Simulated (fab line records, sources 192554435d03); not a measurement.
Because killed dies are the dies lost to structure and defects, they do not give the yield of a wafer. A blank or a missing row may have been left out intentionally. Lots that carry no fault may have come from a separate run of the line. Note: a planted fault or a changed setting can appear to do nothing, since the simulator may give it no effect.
Split-lot study | flow n5-finfet | 7 lots, 21 wafers read, on a route of 1938 steps

== SPLIT DETAILS ==
At N5_BEOL_M5_HM_DEP_02 (deposits TiN, target thk 20 nm), the setting target-thk-a was moved away from the recipe's 200 angstrom on 6 of the 21 wafers read, by -5.5% to +10.9%. The other wafers ran this setting at the recipe's value.

Reading taken at the split's own step.

== THE READING ==
TiN_of_BEOL_M5_HM_DEP_02.thk-nm (the simulator's own value, which no gauge read), in nm, at N5_BEOL_M5_HM_DEP_02 (deposits TiN, target thk 20 nm). There is no usual value for it anywhere in the file. Here, 15 wafers ran the recipe; their average is 20.4 nm with a standard deviation of 0.21 nm.

wafer  | tool, chamber at the split | target-thk-a as run, angstrom | against the recipe | TiN_of_BEOL_M5_HM_DEP_02.thk-nm, nm | against lot-mates on the recipe
L075.1 | pvd-sputter-01, -          | 200                           | recipe             | 20.4                                | -
L075.2 | pvd-sputter-01, -          | 200                           | recipe             | 20                                  | -
L075.3 | pvd-sputter-01, -          | 200                           | recipe             | 20                                  | -
L076.4 | pvd-sputter-02, -          | 213.5                         | +6.7%              | 21.6                                | +1.2
L076.5 | pvd-sputter-02, -          | 213.5                         | +6.7%              | 21.2                                | +0.8
L076.6 | pvd-sputter-02, -          | 200                           | recipe             | 20.4                                | -
L077.1 | pvd-sputter-02, -          | 200                           | recipe             | 20.2                                | -
L077.3 | pvd-sputter-02, -          | 191.5                         | -4.2%              | 19.2                                | -1.0
L077.6 | pvd-sputter-02, -          | 191.5                         | -4.2%              | 18.8                                | -1.4
L080.1 | pvd-sputter-02, -          | 221.7                         | +10.9%             | 22.4                                | +2.1
L080.2 | pvd-sputter-02, -          | 200                           | recipe             | 20.4                                | -
L080.5 | pvd-sputter-02, -          | 200                           | recipe             | 20.2                                | -
L082.3 | pvd-sputter-02, -          | 200                           | recipe             | 20.6                                | -
L082.6 | pvd-sputter-02, -          | 200                           | recipe             | 20.6                                | -
L082.4 | pvd-sputter-02, -          | 200                           | recipe             | 20.8                                | -
L087.1 | pvd-sputter-01, -          | 200                           | recipe             | 20.4                                | -
L087.5 | pvd-sputter-01, -          | 200                           | recipe             | 20.4                                | -
L087.4 | pvd-sputter-01, -          | 189                           | -5.5%              | 19                                  | -1.4
L095.1 | pvd-sputter-01, -          | 200                           | recipe             | 20.4                                | -
L095.3 | pvd-sputter-01, -          | 200                           | recipe             | 20.4                                | -
L095.6 | pvd-sputter-01, -          | 200                           | recipe             | 20.6                                | -

FIT RESULTS
A straight line over all 21 wafers: TiN_of_BEOL_M5_HM_DEP_02.thk-nm changes by +0.204 nm for each +1% of target-thk-a; r = +0.94; the points scatter about the line by 0.28 nm.
The same after taking each lot's own level away (the mean of its wafers on the recipe; 21 wafers): +0.2 nm for each +1%; r = +0.97; scatter 0.2 nm.
According to that fit, moving target-thk-a by its largest amount changes the reading by 2.2 nm.
The lots' own levels span 20.13 to 20.67 nm, that is 2.5 times the standard deviation above.
Consequently the slope shifts little with the lot-to-lot level, the two slopes agreeing.
Check: +2.08 nm against its lot-mates is what the line predicts for one of the wafers moved furthest among these (+10.9%) when that wafer is left out of the fit. Against them it came out at +2.1 nm.

== ADDITIONAL SPLITS CARRIED BY THESE WAFERS ==
Note: prior to the reading, these wafers also went through further splits. Each is held against what the fit with the lots' levels taken away leaves over:
other split on the same wafers   | wafers away from the commonest value | r with TiN_of_BEOL_M5_HM_DEP_02.thk-nm (lot level and that fit taken away)
N5_BEOL_M1_ETCH_64 bias-w        | 5                                    | -0.14
N5_BEOL_M2_EXPOSE_08 dose-mj     | 11                                   | +0.26
N5_BEOL_M2_ETCH_64 time-s        | 9                                    | -0.11
N5_BEOL_M3_TRENCH_ETCH_37 time-s | 5                                    | -0.17
N5_BEOL_M4_ETCH_64 bias-w        | 4                                    | +0.14
N5_BEOL_M4_COAT_67 spin-rpm      | 7                                    | +0.17

== THE FILE'S OWN FIT ==
TiN_of_BEOL_M5_HM_DEP_02.thk-nm changes by +0.2 nm for each +1% of target-thk-a, r = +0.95.
